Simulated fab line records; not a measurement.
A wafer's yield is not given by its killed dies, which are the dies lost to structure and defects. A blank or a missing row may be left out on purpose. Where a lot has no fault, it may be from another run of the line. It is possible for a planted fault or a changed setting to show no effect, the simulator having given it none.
Split-lot trial :: flow n5-finfet :: route with 1938 steps; 7 lots, 21 wafers read

## ABOUT THE SPLIT
At N5_BEOL_M15_PEB_26 (peb time 90 s), the setting peb-temp-c was moved away from the recipe's 130 C on 9 of the 21 wafers read, by -2.5% to -1.2%. All remaining wafers had this setting at the recipe value.

## FROM THE SPLIT TO THE READING: what the file shows between them, 2 steps
- N5_BEOL_M15_DEVELOP_27: develop time 45 s
- N5_BEOL_M15_HARDBAKE_32: time 120 s

## THE READING
cd-nm, in nm, at N5_BEOL_M15_CD_MEAS_28 (target cd 407.6 nm). A value of 408.1 nm with a standard deviation of 2.5 nm is what fault-free wafers of this fab line usually give.

wafer: L076.2
tool, chamber at the split: litho-track-01, 0
peb-temp-c as run, C: 130
against the recipe: recipe
cd-nm, nm: 403.8
against lot-mates on the recipe: -

wafer: L076.3
tool, chamber at the split: litho-track-01, 0
peb-temp-c as run, C: 130
against the recipe: recipe
cd-nm, nm: 403.5
against lot-mates on the recipe: -

wafer: L076.6
tool, chamber at the split: litho-track-01, 0
peb-temp-c as run, C: 130
against the recipe: recipe
cd-nm, nm: 403.0
against lot-mates on the recipe: -

wafer: L084.1
tool, chamber at the split: litho-track-02, 0
peb-temp-c as run, C: 130
against the recipe: recipe
cd-nm, nm: 407.5
against lot-mates on the recipe: -

wafer: L084.5
tool, chamber at the split: litho-track-02, 0
peb-temp-c as run, C: 126.9
against the recipe: -2.4%
cd-nm, nm: 392.7
against lot-mates on the recipe: -13.8

wafer: L084.6
tool, chamber at the split: litho-track-02, 0
peb-temp-c as run, C: 130
against the recipe: recipe
cd-nm, nm: 405.4
against lot-mates on the recipe: -

wafer: L088.1
tool, chamber at the split: litho-track-02, 0
peb-temp-c as run, C: 126.8
against the recipe: -2.5%
cd-nm, nm: 390.8
against lot-mates on the recipe: -16.1

wafer: L088.4
tool, chamber at the split: litho-track-02, 0
peb-temp-c as run, C: 130
against the recipe: recipe
cd-nm, nm: 406.9
against lot-mates on the recipe: -

wafer: L088.5
tool, chamber at the split: litho-track-02, 0
peb-temp-c as run, C: 126.8
against the recipe: -2.5%
cd-nm, nm: 389.3
against lot-mates on the recipe: -17.6

wafer: L089.2
tool, chamber at the split: litho-track-02, 0
peb-temp-c as run, C: 130
against the recipe: recipe
cd-nm, nm: 406.4
against lot-mates on the recipe: -

wafer: L089.5
tool, chamber at the split: litho-track-02, 0
peb-temp-c as run, C: 130
against the recipe: recipe
cd-nm, nm: 408.2
against lot-mates on the recipe: -

wafer: L089.6
tool, chamber at the split: litho-track-02, 0
peb-temp-c as run, C: 130
against the recipe: recipe
cd-nm, nm: 406.6
against lot-mates on the recipe: -

wafer: L090.3
tool, chamber at the split: litho-track-05, 0
peb-temp-c as run, C: 128.1
against the recipe: -1.5%
cd-nm, nm: 399.1
against lot-mates on the recipe: no lot-mate on the recipe

wafer: L090.5
tool, chamber at the split: litho-track-05, 0
peb-temp-c as run, C: 128.1
against the recipe: -1.5%
cd-nm, nm: 399.8
against lot-mates on the recipe: no lot-mate on the recipe

wafer: L090.6
tool, chamber at the split: litho-track-05, 0
peb-temp-c as run, C: 128.1
against the recipe: -1.5%
cd-nm, nm: 397.8
against lot-mates on the recipe: no lot-mate on the recipe

wafer: L093.2
tool, chamber at the split: litho-track-05, 0
peb-temp-c as run, C: 127.9
against the recipe: -1.6%
cd-nm, nm: 398.1
against lot-mates on the recipe: -11.0

wafer: L093.4
tool, chamber at the split: litho-track-05, 0
peb-temp-c as run, C: 130
against the recipe: recipe
cd-nm, nm: 409.1
against lot-mates on the recipe: -

wafer: L093.5
tool, chamber at the split: litho-track-05, 0
peb-temp-c as run, C: 127.9
against the recipe: -1.6%
cd-nm, nm: 399.9
against lot-mates on the recipe: -9.2

wafer: L094.2
tool, chamber at the split: litho-track-01, 0
peb-temp-c as run, C: 128.5
against the recipe: -1.2%
cd-nm, nm: 399.4
against lot-mates on the recipe: -10.9

wafer: L094.4
tool, chamber at the split: litho-track-01, 0
peb-temp-c as run, C: 130
against the recipe: recipe
cd-nm, nm: 411.2
against lot-mates on the recipe: -

wafer: L094.6
tool, chamber at the split: litho-track-01, 0
peb-temp-c as run, C: 130
against the recipe: recipe
cd-nm, nm: 409.3
against lot-mates on the recipe: -

FIT RESULTS
A straight line over all 21 wafers: cd-nm changes by +6.05 nm for each +1% of peb-temp-c; r = +0.94; the points scatter about the line by 2.2 nm.
The same after taking each lot's own level away (the mean of its wafers on the recipe; 18 wafers): +6.56 nm for each +1%; r = +0.98; scatter 1.2 nm.
The reading moves by 16 nm for the largest change in peb-temp-c, on that fit.
The lots' own levels span 403.43 to 410.25 nm, that is 2.7 times the standard deviation above.
So the lot-to-lot level changes the slope little: the two slopes agree.
Check: with one of the wafers moved furthest among these (-2.5%) left out of the fit, the line predicts -16.3 nm for it against its lot-mates. Against them it came out at -16.1 nm.

## FURTHER SPLITS ON THESE WAFERS
Other splits were also applied to these wafers ahead of the reading. Each is held against what the fit with the lots' levels taken away leaves over:
other split on the same wafers: N5_BEOL_M12_COAT_04 spin-rpm
wafers away from the commonest value: 9
r with cd-nm (lot level and that fit taken away): -0.18

other split on the same wafers: N5_BEOL_M13_TRENCH_ETCH_34 time-s
wafers away from the commonest value: 5
r with cd-nm (lot level and that fit taken away): -0.20

other split on the same wafers: N5_BEOL_M13_SPUTTER_45 power-w
wafers away from the commonest value: 7
r with cd-nm (lot level and that fit taken away): +0.10

other split on the same wafers: N5_BEOL_M14_ILD_DEP_00 time-s
wafers away from the commonest value: 6
r with cd-nm (lot level and that fit taken away): -0.25

## THE WHOLE CHAIN: every reading that the file lists as answering this split, in the file's order
step: N5_BEOL_M15_CD_MEAS_28
what it does: target cd 407.6 nm
reading: cd-nm
change (the file's fit): +6.57 nm for each +1% of the setting
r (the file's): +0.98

step: N5_BEOL_M15_DESCUM_33
what it does: chemistry O2, time 7.9 s
reading: BEOL_M15.cd-nm (the simulator's own value, which no gauge read)
change (the file's fit): +6.52 nm for each +1% of the setting
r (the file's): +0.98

step: N5_BEOL_M15_ETCH_61
what it does: etches BARC in N2/H2, target depth 89 nm, overetch 26.7 nm, time 67.9 s
reading: BEOL_M15.cd-nm (the simulator's own value, which no gauge read)
change (the file's fit): +6.64 nm for each +1% of the setting
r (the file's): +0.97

## FILE'S OWN FIT
cd-nm changes by +6.57 nm for each +1% of peb-temp-c, r = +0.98.
